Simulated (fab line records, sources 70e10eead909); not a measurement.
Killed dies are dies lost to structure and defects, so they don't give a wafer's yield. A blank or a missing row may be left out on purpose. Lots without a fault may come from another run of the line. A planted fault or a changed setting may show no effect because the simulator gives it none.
Which tool did it? | flow nand_harc | 24 lots, 72 wafers sampled, at 6 steps of a route of 1159

WHAT THE GAUGES READ, wafer by wafer
The record holds no reading of a measuring or inspecting step that can be judged against a usual standard deviation.

WHICH TOOL RAN EACH LOT (tool, then ch and the chambers of the sampled wafers, then the start)
lot  | NHARC_A_STAIRCASE_ETCH_17          | NHARC_A_STAIRCASE_ETCH_19        | NHARC_A_STAIRCASE_TRIM_26      | NHARC_A_STAIRCASE_ETCH_197     | NHARC_A_STAIRCASE_TRIM_200     | NHARC_A_STAIRCASE_ETCH_221
L075 | rie_diel-04 ch 0,1, no start       | rie_diel-04 ch 0,1, no start     | rie_diel-05 ch 0,3, no start   | rie_diel-04 ch 1,2, no start   | rie_diel-04 ch 0,1,2, no start | rie_diel-11 ch 0,1,2, no start
L074 | rie_diel-11 ch 1,2,3, no start     | rie_diel-11 ch 0,1,3, no start   | rie_diel-11 ch 0,1,2, no start | rie_diel-11 ch 1,2, no start   | rie_diel-11 ch 0,3, no start   | rie_diel-05 ch 0,3, no start
L076 | rie_diel-05 ch 0,1, no start       | rie_diel-05 ch 1,2,3, no start   | rie_diel-11 ch 0,1,2, no start | rie_diel-11 ch 1,2, no start   | rie_diel-11 ch 0,2,3, no start | rie_diel-04 ch 0,1,3, no start
L078 | rie_diel-11 ch 0,2,3, no start     | rie_diel-11 ch 0,2,3, no start   | rie_diel-05 ch 2,3, no start   | rie_diel-04 ch 0,1,3, no start | rie_diel-04 ch 0,1, no start   | rie_diel-05 ch 0,1,2, no start
L077 | rie_diel-05 ch 0,2,3, no start     | rie_diel-05 ch 0,3, no start     | rie_diel-05 ch 0,1, no start   | rie_diel-11 ch 0,2,3, no start | rie_diel-11 ch 0,1,3, no start | rie_diel-11 ch 0,1,2, no start
L079 | rie_diel-04 ch 0,1,2, no start     | rie_diel-04 ch 0,2,3, no start   | rie_diel-04 ch 0,1,3, no start | rie_diel-04 ch 1,2,3, no start | rie_diel-04 ch 0,3, no start   | rie_diel-05 ch 0,2,3, no start
L080 | rie_diel-11 ch 0,2,3, no start     | rie_diel-11 ch 0,2,3, no start   | rie_diel-04 ch 1,2,3, no start | rie_diel-05 ch 0,1,2, no start | rie_diel-05 ch 0,1,3, no start | rie_diel-04 ch 0,2,3, no start
L081 | rie_diel-11 ch 1,2,3, no start     | rie_diel-11 ch 0,1,2, no start   | rie_diel-11 ch 0,2,3, no start | rie_diel-11 ch 1,3, no start   | rie_diel-11 ch 0,1,2, no start | rie_diel-05 ch 0,1,2, no start
L082 | rie_diel-05 ch 0,3, no start       | rie_diel-05 ch 1,2,3, no start   | rie_diel-05 ch 0,1,3, no start | rie_diel-11 ch 0,3, no start   | rie_diel-11 ch 0,3, no start   | rie_diel-05 ch 0,3, no start
L084 | rie_diel-11 ch 2,3, no start       | rie_diel-11 ch 1,3, no start     | rie_diel-11 ch 0,1,2, no start | rie_diel-05 ch 0,2,3, no start | rie_diel-05 ch 0,3, no start   | rie_diel-05 ch 1,3, no start
L083 | rie_diel-11 ch 1,2,3, no start     | rie_diel-11 ch 0,1,2, no start   | rie_diel-04 ch 0,1,2, no start | rie_diel-05 ch 1,3, no start   | rie_diel-05 ch 0,3, no start   | rie_diel-04 ch 1,3, no start
L086 | rie_diel-11 ch 0,1,2, no start     | rie_diel-11 ch 0,2,3, no start   | rie_diel-11 ch 0,2,3, no start | rie_diel-04 ch 0,1,2, no start | rie_diel-04 ch 0,1,3, no start | rie_diel-04 ch 0,1,3, no start
L088 | rie_diel-05 ch 0,2,3, no start     | rie_diel-05 ch 0,2,3, no start   | rie_diel-05 ch 0,2,3, no start | rie_diel-11 ch 0,1,3, no start | rie_diel-11 ch 1,2, no start   | rie_diel-05 ch 0,2,3, no start
L087 | rie_diel-05 ch 0,2,3, no start     | rie_diel-05 ch 0,2,3, no start   | rie_diel-11 ch 0,1,3, no start | rie_diel-05 ch 0,2,3, no start | rie_diel-05 ch 0,2,3, no start | rie_diel-11 ch 0,1,2, no start
L085 | rie_diel-11 ch 0,1, no start       | rie_diel-11 ch 0,1, no start     | rie_diel-05 ch 0,2,3, no start | rie_diel-04 ch 1,2,3, no start | rie_diel-04 ch 1,2, no start   | rie_diel-05 ch 0,2,3, no start
L089 | rie_diel-11 ch 0,2, no start       | rie_diel-11 ch 1,3, no start     | rie_diel-11 ch 0,2, no start   | rie_diel-04 ch 1,2, no start   | rie_diel-04 ch 0,1,3, no start | rie_diel-11 ch 0,2, no start
L091 | rie_diel-05 ch 2,3, no start       | rie_diel-05 ch 0,2, no start     | rie_diel-05 ch 2,3, no start   | rie_diel-11 ch 0,1,3, no start | rie_diel-11 ch 0,2,3, no start | rie_diel-04 ch 0,1,3, no start
L092 | rie_diel-11 ch 0,1,3, no start     | rie_diel-11 ch 1,2,3, no start   | rie_diel-11 ch 0,1,3, no start | rie_diel-04 ch 1,3, no start   | rie_diel-04 ch 1,2, no start   | rie_diel-04 ch 0,1,3, no start
L090 | rie_diel-11 ch 0,1,2, no start     | rie_diel-11 ch 1,3, no start     | rie_diel-11 ch 0,1,3, no start | rie_diel-04 ch 2,3, no start   | rie_diel-04 ch 1,2, no start   | rie_diel-04 ch 0,1,2, no start
L093 | rie_diel-11 ch 1,2,3, no start     | rie_diel-11 ch 0,2,3, no start   | rie_diel-04 ch 0,2,3, no start | rie_diel-04 ch 1,2,3, no start | rie_diel-04 ch 1,2,3, no start | rie_diel-04 ch 0,1,3, no start
L095 | rie_diel-04 ch 0,1,2, no start     | rie_diel-04 ch 0,2,3, no start   | rie_diel-11 ch 0,2,3, no start | rie_diel-04 ch 1,2,3, no start | rie_diel-04 ch 1,3, no start   | rie_diel-11 ch 1,2, no start
L094 | rie_diel-11 ch 0,1,2, day 15 17:14 | rie_diel-05 ch 2,3, day 15 19:17 | rie_diel-05 ch 2,3, no start   | rie_diel-04 ch 2,3, no start   | rie_diel-04 ch 0,2,3, no start | rie_diel-05 ch 0,2, no start
L096 | rie_diel-04 ch 2,3, day 16 06:49   | rie_diel-04 ch 0,2,3, no start   | rie_diel-04 ch 1,2,3, no start | rie_diel-04 ch 0,2,3, no start | rie_diel-04 ch 1,2,3, no start | rie_diel-05 ch 0,2, no start
L097 | rie_diel-11 ch 1,3, no start       | rie_diel-11 ch 0,1,2, no start   | rie_diel-11 ch 0,3, no start   | rie_diel-11 ch 0,2,3, no start | rie_diel-11 ch 2,3, no start   | rie_diel-04 ch 0,1, no start
- NHARC_A_STAIRCASE_ETCH_17: etches the open film in C4F8/O2, target depth 100 nm, time 40.5 s.
- NHARC_A_STAIRCASE_ETCH_19: etches the open film in C4F8/O2, target depth 100 nm, time 40.5 s.
- NHARC_A_STAIRCASE_TRIM_26: chemistry O2, time 211.2 s.
- NHARC_A_STAIRCASE_ETCH_197: etches the open film in C4F8/O2, target depth 100 nm, time 40.5 s.
- NHARC_A_STAIRCASE_TRIM_200: chemistry O2, time 211.2 s.
- NHARC_A_STAIRCASE_ETCH_221: etches the open film in C4F8/O2, target depth 100 nm, time 40.5 s.

WHAT THE TOOLS THEMSELVES READ (means of the sampled wafers that have a number; where no wafer has one, the mark that the record gives instead)
NHARC_A_STAIRCASE_ETCH_17. Usual: bias_w 1000 W, standard deviation 3.2; oes_product_au 0.949 a.u., standard deviation 0.02; rf_vpp_V 897 V, standard deviation 4.
lot  | tool        | bias_w (W) | oes_product_au (a.u.) | rf_vpp_V (V) | flag
L075 | rie_diel-04 | 999        | 0.945                 | 898          |
L074 | rie_diel-11 | 1001       | 0.949                 | 901          |
L076 | rie_diel-05 | 998        | 0.943                 | 899          |
L078 | rie_diel-11 | 1001       | 0.945                 | 900          |
L077 | rie_diel-05 | 1002       | 0.953                 | 894          |
L079 | rie_diel-04 | 1000       | 0.939                 | 895          |
L080 | rie_diel-11 | 1000       | 0.937                 | 899          |
L081 | rie_diel-11 | 999        | 0.956                 | 901          |
L082 | rie_diel-05 | 1000       | 0.942                 | 893          |
L084 | rie_diel-11 | 1001       | 0.925                 | 901          |
L083 | rie_diel-11 | 1000       | 0.951                 | 901          |
L086 | rie_diel-11 | 1002       | 0.955                 | 900          |
L088 | rie_diel-05 | 999        | 0.952                 | 893          |
L087 | rie_diel-05 | 1001       | 0.941                 | 893          |
L085 | rie_diel-11 | 1003       | 0.945                 | 898          |
L089 | rie_diel-11 | 996        | 0.937                 | 901          |
L091 | rie_diel-05 | 1001       | 0.934                 | 890          |
L092 | rie_diel-11 | 999        | 0.933                 | 896          |
L090 | rie_diel-11 | 998        | 0.940                 | 899          |
L093 | rie_diel-11 | 999        | 0.934                 | 900          |
L095 | rie_diel-04 | 1001       | 0.934                 | 895          |
L094 | rie_diel-11 | 1003       | 1.006                 | 899          |
L096 | rie_diel-04 | 998        | 1.008                 | 893          |
L097 | rie_diel-11 | 1001       | 0.945                 | 899          |

NHARC_A_STAIRCASE_ETCH_19. Usual: bias_w 1000 W, standard deviation 3.1; oes_product_au 0.945 a.u., standard deviation 0.01; rf_vpp_V 897 V, standard deviation 4.2.
lot  | tool        | bias_w (W) | oes_product_au (a.u.) | rf_vpp_V (V) | flag
L075 | rie_diel-04 | 1001       | 0.954                 | 896          |
L074 | rie_diel-11 | 999        | 0.928                 | 898          |
L076 | rie_diel-05 | 998        | 0.949                 | 894          |
L078 | rie_diel-11 | 1001       | 0.949                 | 900          |
L077 | rie_diel-05 | 1001       | 0.952                 | 891          |
L079 | rie_diel-04 | 1002       | 0.939                 | 896          |
L080 | rie_diel-11 | 1000       | 0.940                 | 900          |
L081 | rie_diel-11 | 998        | 0.952                 | 900          |
L082 | rie_diel-05 | 1000       | 0.942                 | 894          |
L084 | rie_diel-11 | 1003       | 0.937                 | 898          |
L083 | rie_diel-11 | 1002       | 0.950                 | 900          |
L086 | rie_diel-11 | 1002       | 0.950                 | 900          |
L088 | rie_diel-05 | 1003       | 0.950                 | 893          |
L087 | rie_diel-05 | 1000       | 0.945                 | 893          |
L085 | rie_diel-11 | 1001       | 0.958                 | 896          |
L089 | rie_diel-11 | 1004       | 0.936                 | 899          |
L091 | rie_diel-05 | 1005       | 0.945                 | 897          |
L092 | rie_diel-11 | 998        | 0.936                 | 900          |
L090 | rie_diel-11 | 1002       | 0.937                 | 898          |
L093 | rie_diel-11 | 1003       | 0.958                 | 899          |
L095 | rie_diel-04 | 1000       | 0.949                 | 896          |
L094 | rie_diel-05 | 1003       | 0.929                 | 890          |
L096 | rie_diel-04 | 1001       | 0.960                 | 895          |
L097 | rie_diel-11 | 1001       | 0.951                 | 900          |

NHARC_A_STAIRCASE_TRIM_26. Usual: drypump_motor_current_A 5.7 A, standard deviation 0.34; oes_product_au 1.004 a.u., standard deviation 0.0076; rf_vpp_V 57.9 V, standard deviation 0.79; showerhead_plenum_p_Torr 3.55 Torr, standard deviation 0.11; throttle_valve_pct 17.035 %, standard deviation 0.0089.
lot  | tool        | drypump_motor_current_A (A) | oes_product_au (a.u.) | rf_vpp_V (V) | showerhead_plenum_p_Torr (Torr) | throttle_valve_pct (%) | flag
L075 | rie_diel-05 | 6.0                         | 1.014                 | 57.1         | 3.49                            | 17.028                 |
L074 | rie_diel-11 | 5.6                         | 1.005                 | 58.3         | 3.64                            | 17.044                 |
L076 | rie_diel-11 | 5.6                         | 1.003                 | 57.1         | 3.63                            | 17.020                 |
L078 | rie_diel-05 | 5.6                         | 1.006                 | 58.1         | 3.44                            | 17.036                 |
L077 | rie_diel-05 | 6.0                         | 1.006                 | 58.3         | 3.62                            | 17.035                 |
L079 | rie_diel-04 | 5.7                         | 1.000                 | 58.2         | 3.55                            | 17.039                 |
L080 | rie_diel-04 | 5.6                         | 0.997                 | 57.6         | 3.50                            | 17.038                 |
L081 | rie_diel-11 | 5.8                         | 1.014                 | 58.4         | 3.63                            | 17.034                 |
L082 | rie_diel-05 | 6.1                         | 1.009                 | 57.5         | 3.52                            | 17.038                 |
L084 | rie_diel-11 | 5.6                         | 1.008                 | 57.8         | 3.63                            | 17.041                 |
L083 | rie_diel-04 | 5.5                         | 0.998                 | 57.9         | 3.51                            | 17.041                 |
L086 | rie_diel-11 | 5.8                         | 1.003                 | 58.6         | 3.62                            | 17.045                 |
L088 | rie_diel-05 | 5.9                         | 1.005                 | 57.8         | 3.45                            | 17.035                 |
L087 | rie_diel-11 | 5.6                         | 1.002                 | 58.4         | 3.57                            | 17.033                 |
L085 | rie_diel-05 | 5.9                         | 1.002                 | 57.6         | 3.45                            | 17.033                 |
L089 | rie_diel-11 | 5.6                         | 1.004                 | 58.8         | 3.59                            | 17.036                 |
L091 | rie_diel-05 | 5.7                         | 0.999                 | 57.4         | 3.39                            | 17.031                 |
L092 | rie_diel-11 | 5.6                         | 1.007                 | 58.3         | 3.57                            | 17.034                 |
L090 | rie_diel-11 | 5.6                         | 1.007                 | 57.3         | 3.57                            | 17.033                 |
L093 | rie_diel-04 | 5.9                         | 1.000                 | 58.2         | 3.52                            | 17.041                 |
L095 | rie_diel-11 | 5.8                         | 1.002                 | 57.9         | 3.62                            | 17.036                 |
L094 | rie_diel-05 | 5.6                         | 1.005                 | 57.4         | 3.42                            | 17.030                 |
L096 | rie_diel-04 | 5.6                         | 1.006                 | 57.0         | 3.48                            | 17.035                 |
L097 | rie_diel-11 | 5.7                         | 1.003                 | 58.0         | 3.57                            | 17.037                 |

NHARC_A_STAIRCASE_ETCH_197. Usual: bias_w 1000 W, standard deviation 3.2; oes_product_au 0.948 a.u., standard deviation 0.016; rf_vpp_V 896 V, standard deviation 3.7.
lot  | tool        | bias_w (W) | oes_product_au (a.u.) | rf_vpp_V (V) | flag
L075 | rie_diel-04 | 1005       | 0.951                 | 893          |
L074 | rie_diel-11 | 999        | 0.951                 | 900          |
L076 | rie_diel-11 | 1002       | 0.948                 | 900          |
L078 | rie_diel-04 | 998        | 0.945                 | 897          |
L077 | rie_diel-11 | 1003       | 0.951                 | 900          |
L079 | rie_diel-04 | 998        | 0.946                 | 895          |
L080 | rie_diel-05 | 1000       | 0.937                 | 898          |
L081 | rie_diel-11 | 999        | 0.952                 | 899          |
L082 | rie_diel-11 | 1002       | 0.969                 | 898          |
L084 | rie_diel-05 | 1001       | 0.953                 | 893          |
L083 | rie_diel-05 | 1000       | 0.946                 | 897          |
L086 | rie_diel-04 | 1003       | 0.918                 | 894          |
L088 | rie_diel-11 | 998        | 0.953                 | 899          |
L087 | rie_diel-05 | 1002       | 0.940                 | 893          |
L085 | rie_diel-04 | 1002       | 0.955                 | 895          |
L089 | rie_diel-04 | 998        | 0.979                 | 893          |
L091 | rie_diel-11 | 998        | 0.926                 | 897          |
L092 | rie_diel-04 | 1000       | 0.943                 | 895          |
L090 | rie_diel-04 | 999        | 0.937                 | 893          |
L093 | rie_diel-04 | 995        | 0.943                 | 894          |
L095 | rie_diel-04 | 1000       | 0.949                 | 895          |
L094 | rie_diel-04 | 1001       | 0.918                 | 894          |
L096 | rie_diel-04 | 1002       | 0.947                 | 896          |
L097 | rie_diel-11 | 998        | 0.972                 | 899          |

NHARC_A_STAIRCASE_TRIM_200. Usual: drypump_motor_current_A 5.7 A, standard deviation 0.39; oes_product_au 1.004 a.u., standard deviation 0.0075; rf_vpp_V 57.8 V, standard deviation 0.91; showerhead_plenum_p_Torr 3.55 Torr, standard deviation 0.098; throttle_valve_pct 17.037 %, standard deviation 0.0092.
lot  | tool        | drypump_motor_current_A (A) | oes_product_au (a.u.) | rf_vpp_V (V) | showerhead_plenum_p_Torr (Torr) | throttle_valve_pct (%) | flag
L075 | rie_diel-04 | 5.6                         | 1.000                 | 58.5         | 3.52                            | 17.034                 |
L074 | rie_diel-11 | 5.7                         | 1.005                 | 57.8         | 3.59                            | 17.035                 |
L076 | rie_diel-11 | 5.8                         | 1.005                 | 58.3         | 3.63                            | 17.049                 |
L078 | rie_diel-04 | 5.6                         | 1.003                 | 57.8         | 3.57                            | 17.032                 |
L077 | rie_diel-11 | 5.6                         | 1.003                 | 57.5         | 3.58                            | 17.042                 |
L079 | rie_diel-04 | 6.0                         | 1.009                 | 57.4         | 3.59                            | 17.045                 |
L080 | rie_diel-05 | 6.0                         | 1.005                 | 57.8         | 3.52                            | 17.035                 |
L081 | rie_diel-11 | 5.7                         | 1.010                 | 57.6         | 3.63                            | 17.042                 |
L082 | rie_diel-11 | 5.5                         | 1.007                 | 57.2         | 3.55                            | 17.035                 |
L084 | rie_diel-05 | 6.0                         | 1.011                 | 58.3         | 3.48                            | 17.033                 |
L083 | rie_diel-05 | 6.0                         | 1.003                 | 57.2         | 3.47                            | 17.037                 |
L086 | rie_diel-04 | 5.7                         | 0.997                 | 58.1         | 3.54                            | 17.031                 |
L088 | rie_diel-11 | 5.9                         | 0.999                 | 58.5         | 3.70                            | 17.038                 |
L087 | rie_diel-05 | 5.8                         | 1.007                 | 58.1         | 3.45                            | 17.038                 |
L085 | rie_diel-04 | 5.4                         | 1.003                 | 57.4         | 3.45                            | 17.033                 |
L089 | rie_diel-04 | 5.7                         | 1.010                 | 58.8         | 3.54                            | 17.040                 |
L091 | rie_diel-11 | 5.8                         | 1.014                 | 57.0         | 3.62                            | 17.024                 |
L092 | rie_diel-04 | 5.4                         | 0.994                 | 57.8         | 3.45                            | 17.038                 |
L090 | rie_diel-04 | 5.4                         | 0.999                 | 57.6         | 3.45                            | 17.036                 |
L093 | rie_diel-04 | 5.6                         | 1.000                 | 57.5         | 3.48                            | 17.041                 |
L095 | rie_diel-04 | 5.4                         | 1.004                 | 57.5         | 3.49                            | 17.040                 |
L094 | rie_diel-04 | 5.9                         | 1.014                 | 57.3         | 3.52                            | 17.046                 |
L096 | rie_diel-04 | 5.6                         | 1.003                 | 57.8         | 3.48                            | 17.034                 |
L097 | rie_diel-11 | 6.0                         | 1.002                 | 58.4         | 3.69                            | 17.033                 |

NHARC_A_STAIRCASE_ETCH_221. Usual: bias_w 1000 W, standard deviation 3; oes_product_au 0.940 a.u., standard deviation 0.012; rf_vpp_V 896 V, standard deviation 3.6.
lot  | tool        | bias_w (W) | oes_product_au (a.u.) | rf_vpp_V (V) | flag
L075 | rie_diel-11 | 1002       | 0.939                 | 899          |
L074 | rie_diel-05 | 998        | 0.936                 | 892          |
L076 | rie_diel-04 | 1001       | 0.947                 | 897          |
L078 | rie_diel-05 | 1000       | 0.953                 | 897          |
L077 | rie_diel-11 | 997        | 0.932                 | 900          |
L079 | rie_diel-05 | 999        | 0.926                 | 894          |
L080 | rie_diel-04 | 1003       | 0.949                 | 896          |
L081 | rie_diel-05 | 1003       | 0.928                 | 898          |
L082 | rie_diel-05 | 998        | 0.934                 | 892          |
L084 | rie_diel-05 | 1000       | 0.958                 | 897          |
L083 | rie_diel-04 | 1004       | 0.949                 | 896          |
L086 | rie_diel-04 | 997        | 0.934                 | 897          |
L088 | rie_diel-05 | 999        | 0.933                 | 894          |
L087 | rie_diel-11 | 1002       | 0.958                 | 899          |
L085 | rie_diel-05 | 999        | 0.944                 | 893          |
L089 | rie_diel-11 | 999        | 0.923                 | 901          |
L091 | rie_diel-04 | 1001       | 0.931                 | 896          |
L092 | rie_diel-04 | 999        | 0.941                 | 896          |
L090 | rie_diel-04 | 999        | 0.928                 | 895          |
L093 | rie_diel-04 | 1002       | 0.945                 | 896          |
L095 | rie_diel-11 | 1001       | 0.955                 | 899          |
L094 | rie_diel-05 | 999        | 0.954                 | 895          |
L096 | rie_diel-05 | 1000       | 0.941                 | 895          |
L097 | rie_diel-04 | 998        | 0.955                 | 896          |

THE ANSWER, worked out from the rows above alone
Rule: a lot is off if the mean of its wafers that have a number lies more than 3 standard deviations from the usual mean. A lot without any number at a reading at which 4 lots or more have one is off too. The other lots that the step has rows for count as sound. The gauges are gone through in route order, then the tools' own readings, and for those a lot's mean is taken as printed above. The first step at which some lot is off is used, and at that step the reading that is off furthest; a lot without a number counts as furthest.
No lot is off at any reading shown: from this, nothing can be told.

WHAT THE SIMULATOR HAD PUT IN
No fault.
